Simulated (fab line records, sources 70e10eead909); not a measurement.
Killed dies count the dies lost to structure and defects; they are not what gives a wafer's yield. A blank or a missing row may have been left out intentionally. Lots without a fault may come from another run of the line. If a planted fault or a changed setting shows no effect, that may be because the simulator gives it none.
Chamber matching ; flow nand-harc ; rie-diel-08 running NHARC_A_STAIRCASE_ETCH_292: 4 sister chambers
The step etches the open film in CF4/CHF3. 4 wafers are shown with their chamber, then 9 later ones without.

WAFERS, EACH WITH ITS CHAMBER
wafer;chamber;showerhead-plenum-p-Torr (Torr)
L080.1;1;1.53
L091.2;3;1.50
L091.3;0;1.57
L091.4;2;1.59

WAFERS WITHOUT THEIR CHAMBER
wafer;showerhead-plenum-p-Torr (Torr)
L092.4;1.59
L092.5;1.50
L092.6;1.59
L094.1;1.57
L094.2;1.59
L094.3;1.50
L095.2;1.57
L095.4;1.59
L095.6;1.52

THE CHAMBER EACH PASSED THROUGH
wafer;from the rows above;in truth
L092.4;2;2
L092.5;3;3
L092.6;2;2
L094.1;0;0
L094.2;2;2
L094.3;3;3
L095.2;0;0
L095.4;2;2
L095.6;1;1
Placed correctly: 9 of 9. Left unplaced by these rows: 0. 0 placed wrongly.
How it was worked out, from the rows above alone: a wafer's distance from a chamber is the root of the sum, over the readings, of the square of ((its reading less the chamber's mean) divided by the reading's scatter). If the next closest chamber is less than 2 further off than the closest, the wafer can't be placed; otherwise it belongs to the closest. The mean given for a chamber averages the wafers shown for that chamber. The scatter: with one shown wafer a chamber, the root of the mean of the squares of how far each hidden wafer lies from its nearest shown one.
